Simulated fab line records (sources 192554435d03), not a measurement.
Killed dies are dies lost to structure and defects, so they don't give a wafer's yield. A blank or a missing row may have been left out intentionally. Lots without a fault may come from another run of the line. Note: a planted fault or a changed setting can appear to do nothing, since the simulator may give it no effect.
Split-lot study ; flow n5_finfet ; 21 wafers read from 7 lots, route of 1938 steps

== THE SPLIT ITSELF ==
At N5_BEOL_M9_DESCUM_16 (chemistry O2, time 7.9 s), the setting time_s was moved away from the recipe's 7.9 s on 4 of the 21 wafers read, by -19.1% to +14.1%. The other wafers ran this setting at the recipe's value.

Reading taken at the split's own step.

== THE READING ==
CAR-ArF_of_BEOL_M9_COAT_05.thk_nm (the simulator's own value, which no gauge read), in nm, at N5_BEOL_M9_DESCUM_16 (chemistry O2, time 7.9 s). The file does not state a usual value for it. Here, 17 wafers ran the recipe; their average is 83.6 nm with a standard deviation of 0.24 nm.

wafer;tool, chamber at the split;time_s as run, s;against the recipe;CAR-ArF_of_BEOL_M9_COAT_05.thk_nm, nm;against lot-mates on the recipe
L077.4;rie_diel-03, 2;9.011;+14.1%;82.6;-0.8
L077.5;rie_diel-03, 1;7.9;recipe;83.4;-
L077.6;rie_diel-03, 0;9.011;+14.1%;82.8;-0.6
L075.1;rie_diel-01, 2,3;7.9;recipe;84;-
L075.5;rie_diel-01, 2,3;7.9;recipe;84;-
L075.4;rie_diel-01, 3;7.9;recipe;83.6;-
L079.1;rie_diel-01, 2,0;7.9;recipe;83.6;-
L079.6;rie_diel-01, 2,0;7.9;recipe;83.6;-
L079.4;rie_diel-01, 3;7.9;recipe;83.4;-
L082.3;rie_diel-03, 2;7.9;recipe;83.6;-
L082.5;rie_diel-03, 2;7.9;recipe;83.6;-
L082.4;rie_diel-03, 3;7.9;recipe;83.8;-
L085.3;rie_diel-01, 3,2;7.9;recipe;83.4;-
L085.5;rie_diel-01, 3,2;7.9;recipe;83.4;-
L085.6;rie_diel-01, 1;7.9;recipe;83.2;-
L086.2;rie_diel-01, 0;7.9;recipe;83.4;-
L086.4;rie_diel-01, 1;7.9;recipe;83.8;-
L086.6;rie_diel-01, 2;6.395;-19.1%;84.4;+0.8
L092.3;rie_diel-03, 0;8.975;+13.6%;83.2;-0.7
L092.4;rie_diel-03, 2;7.9;recipe;83.8;-
L092.5;rie_diel-03, 2;7.9;recipe;84;-
The file does not say which wafer passed through which chamber wherever a row lists several chambers: such a row stands for several wafers.

FIT RESULTS
A straight line over all 21 wafers: CAR-ArF_of_BEOL_M9_COAT_05.thk_nm changes by -0.0489 nm for each +1% of time_s; r = -0.81; the points scatter about the line by 0.25 nm.
The same after taking each lot's own level away (the mean of its wafers on the recipe; 21 wafers): -0.0468 nm for each +1%; r = -0.93; scatter 0.13 nm.
Per that fit: largest time_s move, reading shift of 0.89 nm.
From 83.33 to 83.90 nm: that is the span of the lots' own levels, equal to 2.4 times the standard deviation above.
So the lot-to-lot level changes the slope little: the two slopes agree.
Check: with one of the wafers moved furthest among these (-19.1%) left out of the fit, the line predicts +0.958 nm for it against its lot-mates. Against them it came out at +0.8 nm.

== FURTHER SPLITS ON THESE WAFERS ==
Note: prior to the reading, these wafers also went through further splits. Each is held against what the fit with the lots' levels taken away leaves over:
other split on the same wafers;wafers away from the commonest value;r with CAR-ArF_of_BEOL_M9_COAT_05.thk_nm (lot level and that fit taken away)
N5_BEOL_M7_EXPOSE_25 dose_mj;4;+0.02
N5_BEOL_M7_ETCH_66 bias_w;7;-0.15
N5_BEOL_M8_EXPOSE_08 dose_mj;5;+0.08
N5_BEOL_M8_ETCH_61 bias_w;4;-0.25
N5_BEOL_M9_COAT_60 spin_rpm;9;-0.09

== FILE'S OWN FIT ==
CAR-ArF_of_BEOL_M9_COAT_05.thk_nm changes by -0.0464 nm for each +1% of time_s, r = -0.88.
